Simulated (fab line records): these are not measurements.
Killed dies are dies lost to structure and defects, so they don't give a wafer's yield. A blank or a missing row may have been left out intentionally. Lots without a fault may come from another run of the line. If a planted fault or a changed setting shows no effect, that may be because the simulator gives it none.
A lot that was struck, set against a sound lot :: flow nand_harc :: 14 steps out of a route of 1302
Sound: the wafers L479.3, L479.4, L479.5. Wafers struck: L483.3, L483.4, L483.5. The cause comes at the end.
Per side, at each step with rows, come the tool, then ch with its chambers, and then its first start. Under that, the readings that differ: sound wafers :: struck wafers :: difference of the means :: sigmas: that difference in standard deviations of wafers without a fault.
alike: same words and numbers on both sides, and readings whose means sit less than 2 such deviations apart. not compared: any withheld reading, any reading some wafer has no value for, any bound like >300 that may hide the same value, and any number with overlapping values for which the record gives no deviation.
Wherever a step has rows on one side only, a row that says differs or no value, or a row with sigmas, the two part there. When numbers do not overlap yet have no deviation, they are printed without sigmas and do not part them. A reading missing from all wafers of one side parts the sides only when that side holds two or more wafers.

first, 1 step without rows for these wafers: NHARC_A_ONON_D2_DEP_19 (target thk 1000 nm).
NHARC_A_ONON_D2_THK_MEAS_21: measures by ellipsometry.
  sound on film_metro-01, day 12 13:23; struck on film_metro-01, day 14 12:52
reading: thk_nm (nm)
sound: 1011 1011 1010
struck: 985 984 983
difference: -27
sigmas: -2
then NHARC_A_ONON_D2_DEP_22 (target thk 1000 nm), 1 step lacking rows for these wafers.
NHARC_A_ONON_D2_THK_MEAS_24: measures by ellipsometry.
  sound on film_metro-01, day 12 13:57; struck on film_metro-02, day 14 13:26
  alike: thk_nm
then NHARC_A_ONON_D2_DEP_25 (target thk 1000 nm), 1 step lacking rows for these wafers.
NHARC_A_ONON_D2_THK_MEAS_27: measures by ellipsometry.
  sound on film_metro-02, day 12 14:31; struck on film_metro-02, day 14 13:59
  alike: thk_nm
then NHARC_A_ONON_D2_DEP_28 (target thk 1000 nm), 1 step lacking rows for these wafers.
NHARC_A_ONON_D2_THK_MEAS_30: measures by ellipsometry.
  sound on film_metro-01, day 12 15:05; struck on film_metro-02, day 14 14:33
  alike: thk_nm
NHARC_A_ONON_D2_DEP_33: deposits SiO2, target thk 200 nm.
  sound on pecvd-02 ch 0,1, day 12 15:13; struck on pecvd-01 ch 0,1,2, day 14 14:42
  alike: chamber_pressure_Torr, heater_power_w, mfc_precursor_sccm, rf_fwd_power_W, susceptor_temp_C, throttle_valve_pct
NHARC_A_ONON_D2_THK_MEAS_34: measures by ellipsometry.
  sound on film_metro-01, day 12 15:33; struck on film_metro-02, day 14 15:02
  alike: thk_nm
NHARC_A_ONON_D2_INSPECT_32:
  sound on defect_inspect-01, day 12 15:37; struck on defect_inspect-02, day 14 15:07
  alike: raw_defect_count
NHARC_A_CHANNEL_HOLE_D2_DEP_00: deposits aC, target thk 3100 nm.
  sound on acl_dep-03 ch 0, day 12 18:11; struck on acl_dep-03 ch 0, day 14 18:46
reading: susceptor_temp_C (C)
sound: 399.95 400.09 399.84
struck: - - -
difference: no value on the struck wafers
sigmas: 
  alike: throttle_valve_pct
NHARC_A_CHANNEL_HOLE_D2_DEP_01: deposits SiON, target thk 140 nm.
  sound on pecvd-02 ch 0,1,2, day 12 19:32; struck on pecvd-03 ch 1,2, day 14 20:03
reading: rf_fwd_power_W (W)
sound: 347.2 348.4 348.5
struck: 351.4 349.1 351.7
difference: +2.7
sigmas: +2
  alike: chamber_pressure_Torr, heater_power_w, susceptor_temp_C
-- record jumps: 11 days between struck wafers' starts before vs after; left off in module A_CHANNEL_HOLE_D2, resumes in module END, first step shown is number 1302 of the route --
NHARC_END_SORT_01:
  at this point the record logs the struck wafers (prober-01 ch 0, day 25 19:23) and has no rows for the sound ones

## WHERE THEY PART
Earliest at NHARC_A_ONON_D2_THK_MEAS_21; latest, in this record, at NHARC_END_SORT_01.

WHY: whatever the simulator had introduced
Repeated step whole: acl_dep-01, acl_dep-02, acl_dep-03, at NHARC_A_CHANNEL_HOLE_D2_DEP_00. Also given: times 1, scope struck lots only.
